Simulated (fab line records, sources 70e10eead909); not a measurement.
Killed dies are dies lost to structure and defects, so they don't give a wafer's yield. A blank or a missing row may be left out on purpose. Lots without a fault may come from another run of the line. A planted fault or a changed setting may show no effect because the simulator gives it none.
Chamber matching | flow nand_harc | NHARC_A_CHANNEL_FILL_D2_ETCHBACK_20 on rie_diel-07: 4 sister chambers
The step etches the open film in C4F8/O2/Ar, target depth 27 nm, time 13.5 s. 16 wafers are shown with their chamber, then 8 later ones without.

WAFERS WITH THEIR CHAMBER
wafer  | chamber | rf_vpp_V (V) | rf_fwd_power_W (W) | oes_product_au (a.u.)
L074.1 | 1       | 987          | 588                | 0.919
L074.2 | 3       | 972          | 584                | 0.927
L074.3 | 2       | 978          | 585                | 0.932
L076.2 | 1       | 988          | 591                | 0.992
L076.3 | 3       | 971          | 585                | 0.992
L076.6 | 0       | 971          | 586                | 0.986
L078.3 | 3       | 970          | 586                | 1.008
L078.4 | 2       | 978          | 587                | 1.006
L078.6 | 3       | 973          | 585                | 1.006
L080.3 | 1       | 987          | 590                | 1.020
L080.4 | 1       | 987          | 589                | 1.004
L080.5 | 0       | 971          | 583                | 1.000
L083.1 | 1       | 987          | 592                | 1.000
L083.5 | 3       | 972          | 582                | 1.000
L083.6 | 1       | 987          | 593                | 1.006
L089.1 | 3       | 972          | 585                | 0.985

SIGNATURES (means of the wafers above)
reading        | chamber 0 | chamber 1 | chamber 2 | chamber 3 | scatter within a chamber
rf_vpp_V       | 971.00    | 987.17    | 978.00    | 971.67    | 0.717
rf_fwd_power_W | 584.50    | 590.50    | 586.00    | 584.50    | 1.67
oes_product_au | 0.99300   | 0.99017   | 0.96900   | 0.98633   | 0.0341
Rule: a wafer's distance from a chamber is the root of the sum, over the readings, of the square of ((its reading less the chamber's mean) divided by the reading's scatter). The wafer belongs to the nearest chamber; if the next one is less than 2 further off, it can't be placed. The scatter: the root of (the sum of the squares of (reading less its chamber's mean) over the shown wafers, divided by (wafers less chambers)).

WAFERS WITHOUT THEIR CHAMBER
wafer  | rf_vpp_V (V) | rf_fwd_power_W (W) | oes_product_au (a.u.)
L089.3 | 977          | 585                | 1.002
L089.6 | 971          | 586                | 0.992
L092.1 | 978          | 586                | 0.985
L092.2 | 972          | 586                | 0.991
L092.4 | 988          | 591                | 0.999
L094.2 | 976          | 584                | 1.001
L094.4 | 972          | 585                | 0.989
L094.6 | 977          | 585                | 0.999

WHICH CHAMBER EACH WENT THROUGH
wafer  | from the rows above     | in truth
L089.3 | 2                       | 2
L089.6 | can't be placed: 0 or 3 | 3
L092.1 | 2                       | 2
L092.2 | can't be placed: 3 or 0 | 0
L092.4 | 1                       | 1
L094.2 | 2                       | 2
L094.4 | can't be placed: 3 or 0 | 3
L094.6 | 2                       | 2
Placed correctly: 5 of 8. Can't be placed from these rows: 3 (the true chamber is among the candidates in 3). Placed wrongly: 0.
